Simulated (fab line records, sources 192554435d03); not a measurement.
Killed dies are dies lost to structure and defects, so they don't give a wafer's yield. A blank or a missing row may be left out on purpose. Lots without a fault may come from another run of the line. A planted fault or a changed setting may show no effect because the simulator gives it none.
Chamber matching | flow n5_finfet | N5_STI_FIN_REVEAL_CMP_04 on cmp-04: 4 sister chambers
The step polishes, stops on Si3N4, t overpolish 4 s, target thk 131.83 nm. 4 wafers are shown with their chamber, then 7 later ones without.

WAFERS WITH THEIR CHAMBER
wafer  | chamber | motor_current_A (A)
L079.6 | 2       | 7.8
L081.6 | 3       | 8.6
L083.1 | 1       | 8.8
L083.4 | 0       | 7.6

WAFERS WITHOUT THEIR CHAMBER
wafer  | motor_current_A (A)
L083.6 | 8.0
L088.2 | 8.4
L088.4 | 8.6
L088.5 | 7.8
L091.1 | 7.7
L091.4 | 8.2
L091.6 | 8.3

WHICH CHAMBER EACH WENT THROUGH
wafer  | from the rows above               | in truth
L083.6 | can't be placed: 2 or 0 or 3      | 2
L088.2 | can't be placed: 3 or 1 or 2      | 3
L088.4 | can't be placed: 3 or 1           | 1
L088.5 | can't be placed: 2 or 0           | 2
L091.1 | can't be placed: 2 or 0           | 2
L091.4 | can't be placed: 2 or 3 or 0 or 1 | 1
L091.6 | can't be placed: 3 or 1 or 2 or 0 | 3
Placed correctly: 0 of 7. Can't be placed from these rows: 7 (the true chamber is among the candidates in 7). Placed wrongly: 0.
How it was worked out, from the rows above alone: a wafer's distance from a chamber is the root of the sum, over the readings, of the square of ((its reading less the chamber's mean) divided by the reading's scatter). The wafer belongs to the nearest chamber; if the next one is less than 2 further off, it can't be placed. A chamber's mean is the mean of its shown wafers. The scatter: with one shown wafer a chamber, the root of the mean of the squares of how far each hidden wafer lies from its nearest shown one.
